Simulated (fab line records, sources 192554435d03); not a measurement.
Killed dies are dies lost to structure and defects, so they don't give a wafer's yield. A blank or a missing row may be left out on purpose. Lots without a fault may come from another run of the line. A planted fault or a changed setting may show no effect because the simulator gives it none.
Chamber matching | flow n5_finfet | N5_BEOL_M5_CO_CAP_78 on cvd_co-02: 3 sister chambers
The step material Co, precursor CCTBA/H2, target thk 2 nm, time 102.1 s. 16 wafers are shown with their chamber, then 8 later ones without.

WAFERS WITH THEIR CHAMBER
wafer  | chamber | heater_power_w (W)
L976.1 | 1       | 251
L976.2 | 0       | 246
L976.4 | 0       | 244
L977.1 | 0       | 249
L977.4 | 1       | 250
L977.6 | 2       | 210
L980.3 | 1       | 248
L980.4 | 2       | 210
L980.6 | 0       | 242
L981.2 | 2       | 208
L981.5 | 0       | 246
L981.6 | 1       | 246
L991.2 | 1       | 250
L991.4 | 2       | 209
L991.6 | 0       | 245
L992.4 | 1       | 243

SIGNATURES (means of the wafers above)
reading        | chamber 0 | chamber 1 | chamber 2 | scatter within a chamber
heater_power_w | 245.33    | 248.00    | 209.25    | 2.42
Rule: a wafer's distance from a chamber is the root of the sum, over the readings, of the square of ((its reading less the chamber's mean) divided by the reading's scatter). The wafer belongs to the nearest chamber; if the next one is less than 2 further off, it can't be placed. The scatter: the root of (the sum of the squares of (reading less its chamber's mean) over the shown wafers, divided by (wafers less chambers)).

WAFERS WITHOUT THEIR CHAMBER
wafer  | heater_power_w (W)
L992.5 | 243
L992.6 | 207
L993.1 | 211
L993.3 | 246
L993.6 | 246
L994.1 | 225
L994.3 | 211
L994.4 | 241

WHICH CHAMBER EACH WENT THROUGH
wafer  | from the rows above     | in truth
L992.5 | can't be placed: 0 or 1 | 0
L992.6 | 2                       | 2
L993.1 | 2                       | 2
L993.3 | can't be placed: 0 or 1 | 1
L993.6 | can't be placed: 0 or 1 | 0
L994.1 | can't be placed: 2 or 0 | 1
L994.3 | 2                       | 2
L994.4 | can't be placed: 0 or 1 | 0
Placed correctly: 3 of 8. Can't be placed from these rows: 5 (the true chamber is among the candidates in 4). Placed wrongly: 0.
